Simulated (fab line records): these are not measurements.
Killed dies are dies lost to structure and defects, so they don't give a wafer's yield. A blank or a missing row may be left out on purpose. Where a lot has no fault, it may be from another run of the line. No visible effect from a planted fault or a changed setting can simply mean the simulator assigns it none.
fab line records	flow nandHarc
[record] lots = 7	wafers = 21	lastDay = 23
route steps=1159 shown A_STAIRCASE@694
lots with no fault: from the same line, run without faults
startH: hours from the record's opening day to when the first of the lot's shown wafers began	waitH: hours since the lot's step before	" the same as in the row above	L1.1+2: a single row standing in for several wafers	- either no value or no given start	* or withheld: withheld	< > ~ a bound
route shown NAME@n: a module of which the file shows steps, and the number in the route of the first	usual: average and standard deviation across the fault-free wafers	same: alike in all rows	chamber/n: place in a boat	sites: the reading at each site	_std_site: the standard deviation of these	_edge_site: the outer-site mean with the inner-site mean subtracted	radiusMm: for every site, how far away it sits from the centre of the wafer	mask NAME#n: copy n	behind: tool/chamber where the wafer was last shaped	hold: what put the lot on hold/how long, in hours/how the hold closed	device: the n, p or np transistor that did not switch	end of line: the tests these same wafers got at the end of their route	a step given without rows: its recipe and nothing more	killed: at the first sort, the dies lost to defects and structure; wafer yield is something else	map: shows each die of a wafer: x if killed, . if not, _ if none is there
set.NAME: the setting the step ran with; set.NAME@STEP: the setting that earlier step ran with	model.NAME: the simulator's own value behind a step, which no gauge read
lots at selected steps of the route; one table per step, one row per wafer
services: when a tool's chamber went out of use (startH, in hours from the record's first day, below 0 if earlier), for how many hours, and the reason
[[steps]]
[step NHARC_A_STAIRCASE_STRIP_317]
[recipe] timeS = 900	tempC = 130	chemistry = SPM
[step NHARC_A_STAIRCASE_PRECLEAN_318]
[recipe] timeS = *	tempC = 50	bathAgeMin = 0	chemistry = SC1
[step NHARC_A_STAIRCASE_SRD_329]
[step NHARC_A_STAIRCASE_ALD_415]
[recipe] targetThkA = 300	pulseTimeS = 6	aldCycles = 300	tempC = 300	material = SiO2
[usual] heaterPowerW = 495/33	precursorPulseHeightRel = 1.000/0.023
lot.wafer	tool	chamber	startH	waitH	heaterPowerW	precursorPulseHeightRel
L328.1	aldHk-01	2	279.38	0.1	481	0.995
L328.4	"	0	"	"	530	0.993
L328.6	"	2	"	"	491	0.992
L329.3	aldHk-02	3	279.49	0.3	502	1.011
L329.1	"	1	"	"	552	0.964
L329.5	"	2	"	"	533	0.971
L331.4	aldHk-03	2	290.11	0.1	516	1.004
L331.2	"	0	"	"	448	1.020
L331.6	"	2	"	"	516	0.995
L336.4	aldHk-01	2	325.52	0.7	468	1.013
L336.6	"	3	"	"	444	0.974
L336.5	"	0	"	"	527	0.933
L337.4	aldHk-01	1	335.71	0.1	449	0.990
L337.2	"	2	"	"	473	1.008
L337.5	"	2	"	"	481	0.990
L339.3	aldHk-01	2	340.17	0.2	477	0.956
L339.6	"	2	"	"	479	1.015
L339.5	"	3	"	"	454	1.019
L347.4	aldHk-01	0	385.00	0.5	548	1.003
L347.1	"	1	"	"	467	1.019
L347.5	"	3	"	"	473	0.986
[step NHARC_A_STAIRCASE_ETCHBACK_416]
[recipe] targetDepthA = 360	timeS = 7.2	c4f8FlowSccm = withheld	o2FlowSccm = 8	arFlowSccm = withheld	rfW = 600	biasW = 800	chemistry = C4F8/O2/Ar
[usual] oesProductAu = 0.95/0.037	rfVppV = 724/5
lot.wafer	tool	chamber	startH	waitH	oesProductAu	rfHoursCounterH	rfVppV
L329.1	rieDiel-12	2	-	-	0.99	24	722
L329.3	"	1	"	"	1.00	23	717
L329.5	"	3	"	"	1.00	-	728
L328.1	rieDiel-12	0	-	-	0.93	26	723
L328.4	"	3	"	"	0.92	27	726
L328.6	"	0	"	"	0.91	-	723
L331.2	rieDiel-13	1	-	-	0.91	2	727
L331.4	"	2	"	"	0.94	3	731
L331.6	"	1	"	"	0.92	-	728
L336.4	rieDiel-12	3	-	-	0.93	43	727
L336.6	"	3	"	"	0.92	-	727
L336.5	"	0	"	"	0.94	-	722
L337.2	rieDiel-13	2	-	-	0.93	23	731
L337.4	"	0	"	"	0.94	19	728
L337.5	"	2	"	"	0.93	-	728
L339.3	rieDiel-01	1	-	-	1.00	6	728
L339.6	"	0	"	"	1.00	-	718
L339.5	"	1	"	"	0.99	-	727
L347.4	rieDiel-01	3	-	-	0.92	27	729
L347.1	"	0	"	"	0.92	25	715
L347.5	"	2	"	"	0.91	-	717
[step NHARC_A_STAIRCASE_STRIP_476]
[recipe] timeS = 20	o2FlowSccm = 500	arFlowSccm = 0	biasW = 0	chemistry = O2
[usual] drypumpMotorCurrentA = 5.8/0.45	oesProductAu = 0.998/0.0066	rfVppV = 57.8/0.94	showerheadPlenumPTorr = 3.54/0.17	throttleValvePct = 17.037/0.0096
lot.wafer	tool	chamber	startH	waitH	drypumpMotorCurrentA	oesProductAu	rfHoursCounterH	rfVppV	showerheadPlenumPTorr	throttleValvePct
L329.3	rieDiel-12	3	281.42	0.1	6.2	0.994	27	56.2	3.68	17.032
L329.1	"	0	"	"	6.1	0.988	26	57.1	3.54	17.050
L329.5	"	3	"	"	6.2	0.995	-	59.1	3.68	17.041
L328.1	rieDiel-12	1	281.58	0.1	5.8	1.001	24	57.4	3.33	17.034
L328.4	"	0	"	"	6.1	1.000	26	59.5	3.54	17.037
L328.6	"	2	"	"	5.6	0.994	-	57.3	3.50	17.027
L331.2	rieDiel-13	1	292.25	0.1	6.2	1.000	2	58.6	3.65	17.033
L331.4	"	3	"	"	6.2	1.001	3	58.4	3.32	17.029
L331.6	"	1	"	"	6.2	0.997	-	57.9	3.65	17.032
L336.4	rieDiel-12	2	326.99	0.1	5.6	1.003	33	57.0	3.49	17.042
L336.5	"	0	"	"	6.1	1.001	-	59.9	3.53	17.019
L336.6	"	1	"	"	5.8	0.998	-	57.9	3.32	17.033
L337.4	rieDiel-13	2	337.90	0.1	6.0	1.011	23	59.0	3.79	17.027
L337.2	"	3	"	"	6.2	0.999	22	57.8	3.31	17.036
L337.5	"	2	"	"	6.0	1.005	-	57.6	3.80	17.034
L339.3	rieDiel-01	0	342.34	0.1	5.7	1.009	6	58.1	3.31	17.051
L339.5	"	3	"	"	5.6	1.008	-	58.0	3.77	17.024
L339.6	"	0	"	"	5.7	1.003	-	58.0	3.31	17.039
L347.4	rieDiel-01	0	386.71	0.1	5.7	0.997	25	56.6	3.30	17.036
L347.1	"	1	"	"	6.1	0.995	24	58.6	3.65	17.038
L347.5	"	0	"	"	5.7	1.012	-	55.6	3.30	17.021
[step NHARC_A_STAIRCASE_DEP_417]
[recipe] targetThkA = 600	stepCoveragePct = 20	tempC = 400	targetThkNm = 60	flowSccm = 200	rfW = 450	material = Si3N4
[usual] heaterPowerW = 669/91
lot.wafer	tool	chamber	startH	waitH	heaterPowerW
L329.3	pecvd-04	0	281.51	-	628
L329.1	"	1	"	"	812
L329.5	"	0	"	"	628
L328.1	pecvd-01	2	281.77	-	535
L328.6	"	0	"	"	645
L328.4	"	1	"	"	635
L331.2	pecvd-04	1	292.34	-	800
L331.4	"	1	"	"	650
L331.6	"	1	"	"	660
L336.5	pecvd-01	0	327.29	-	669
L336.4	"	1	"	"	648
L336.6	"	2	"	"	616
L337.2	pecvd-03	1	337.99	-	549
L337.5	"	2	"	"	695
L337.4	"	0	"	"	653
L339.3	pecvd-03	2	342.43	-	680
L339.6	"	2	"	"	658
L339.5	"	1	"	"	622
L347.1	pecvd-01	0	386.80	-	677
L347.5	"	0	"	"	677
L347.4	"	2	"	"	516
[step NHARC_A_STAIRCASE_WET_418]
[recipe] tempC = 160	targetDepthA = 200	chemistry = H3PO4
[step NHARC_A_STAIRCASE_PRECLEAN_419]
[recipe] timeS = *	tempC = 50	bathAgeMin = 0	chemistry = SC1
[step NHARC_A_STAIRCASE_SRD_421]
[step NHARC_A_STAIRCASE_ALD_420]
[recipe] targetThkA = 200	pulseTimeS = 6	aldCycles = 200	tempC = 300	material = SiO2
[step NHARC_A_STAIRCASE_CVD_552]
[recipe] targetThkA = 400	tempC = 700	pressureMtorr = 300	material = SiNx
[usual] spikeTcCentreC = 700.6/1.6
lot.wafer	tool	chamber	startH	waitH	spikeTcCentreC
L328.1	lpcvd-02	1	291.95	-	702.0
L328.4	"	1	"	"	700.4
L328.6	"	1	"	"	700.8
L329.1	lpcvd-02	1	291.95	-	702.1
L329.3	"	1	"	"	700.3
L329.5	"	1	"	"	699.3
L331.2	lpcvd-01	0	300.92	-	702.1
L331.4	"	0	"	"	701.1
L331.6	"	0	"	"	701.1
L336.4	lpcvd-02	1	335.61	-	701.0
L336.5	"	1	"	"	700.7
L336.6	"	1	"	"	701.3
L336.4	lpcvd-02	1	342.14	3.3	702.1
L336.5	"	1	"	"	699.9
L336.6	"	1	"	"	699.9
L337.2	lpcvd-02	1	346.47	-	700.0
L337.4	"	1	"	"	701.9
L337.5	"	1	"	"	699.8
L337.2	lpcvd-02	1	351.82	2.2	700.0
L337.4	"	1	"	"	702.3
L337.5	"	1	"	"	700.7
L339.3	lpcvd-02	0	351.82	-	699.2
L339.5	"	0	"	"	700.0
L339.6	"	0	"	"	699.7
L339.3	lpcvd-02	0	355.68	0.7	699.9
L339.5	"	0	"	"	698.2
L339.6	"	0	"	"	698.1
L347.1	lpcvd-02	0	395.05	-	699.1
L347.4	"	0	"	"	699.7
L347.5	"	0	"	"	701.1
[step NHARC_A_STAIRCASE_DEP_151]
[recipe] targetThkA = 38000	tempC = 400	targetThkNm = 3800	teosFlowSccm = 200	rfW = 500	material = SiO2
[usual] heaterPowerW = 625/100
lot.wafer	tool	chamber	startH	waitH	heaterPowerW
L328.1	pecvd-01	0	295.74	0.6	640
L328.6	"	1	"	"	561
L328.4	"	0	"	"	540
L329.3	pecvd-04	1	295.84	0.7	745
L329.1	"	2	"	"	805
L329.5	"	1	"	"	627
L331.2	pecvd-04	2	304.78	0.7	919
L331.6	"	2	"	"	738
L331.4	"	0	"	"	525
L336.4	pecvd-01	2	346.55	1.2	480
L336.6	"	0	"	"	539
L336.5	"	1	"	"	555
L337.2	pecvd-03	2	356.01	1.0	613
L337.5	"	0	"	"	630
L337.4	"	2	"	"	569
L339.3	pecvd-01	2	359.59	0.7	522
L339.6	"	0	"	"	530
L339.5	"	1	"	"	566
L347.1	pecvd-03	1	398.73	0.5	563
L347.5	"	1	"	"	491
L347.4	"	2	"	"	572
[[services]]
tool	chamber	startH	hours	kind
pecvd-01	0	259.39	-	clean
pecvd-01	1	259.39	-	clean
pecvd-01	2	259.39	-	clean
rieDiel-12	0	260.40	-	clean
rieDiel-12	1	260.40	-	clean
rieDiel-12	2	260.40	-	clean
rieDiel-12	3	260.40	-	clean
rieDiel-13	-	276.21	9.0	pm
rieDiel-12	0	284.90	-	clean
rieDiel-12	1	284.90	-	clean
rieDiel-12	2	284.90	-	clean
pecvd-04	0	287.50	4.9	repair
pecvd-03	-	292.33	13.0	pm
aldHk-01	-	301.43	1.5	repair
rieDiel-12	2	310.57	12.3	repair
rieDiel-01	-	314.82	9.0	pm
lpcvd-01	-	316.43	26.0	pm
aldHk-03	-	322.75	10.0	pm
pecvd-03	-	344.13	0.4	repair
pecvd-04	-	352.33	0.6	repair
rieDiel-13	3	371.96	3.1	repair
pecvd-04	-	376.00	13.0	pm
rieDiel-12	-	380.36	9.0	pm
pecvd-04	2	389.00	5.1	repair
[[key]]
[firstSign] step = NHARC_A_STAIRCASE_CVD_552	reading = visit	direction = added
effect none on later readings
metAt NHARC_A_STAIRCASE_CVD_552
struckWafers L336.4,L336.5,L336.6,L337.2,L337.4,L337.5,L339.3,L339.5,L339.6
laterRowsLeftOut L336.4,L336.5,L336.6,L337.2,L337.4,L337.5,L339.3,L339.5,L339.6
sortLeftOut L336.4,L336.5,L336.6,L337.2,L337.4,L337.5,L339.3,L339.5,L339.6
testerLeftOut L336,L337,L339
[fault] kind = repeatedStepWhole	tool = lpcvd-01,lpcvd-02	chamber = -	onsetH = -	steps = NHARC_A_STAIRCASE_CVD_552	times = 1	scope = struckLotsOnly
// testerLeftOut: of these lots the tester's yield and bins aren't shown, on N5 and GAA mostly nor the transistor test; their killed dies are dies lost to structure and defects alone, not to doping, threshold or leakage, so they don't give the yield
// sortLeftOut: the simulated sort isn't trusted on such a fault, so these wafers' sort isn't shown, and their yield isn't known
// laterRowsLeftOut: the simulator's readings of these wafers behind a module that went badly wrong aren't trusted and aren't shown, but for the sort
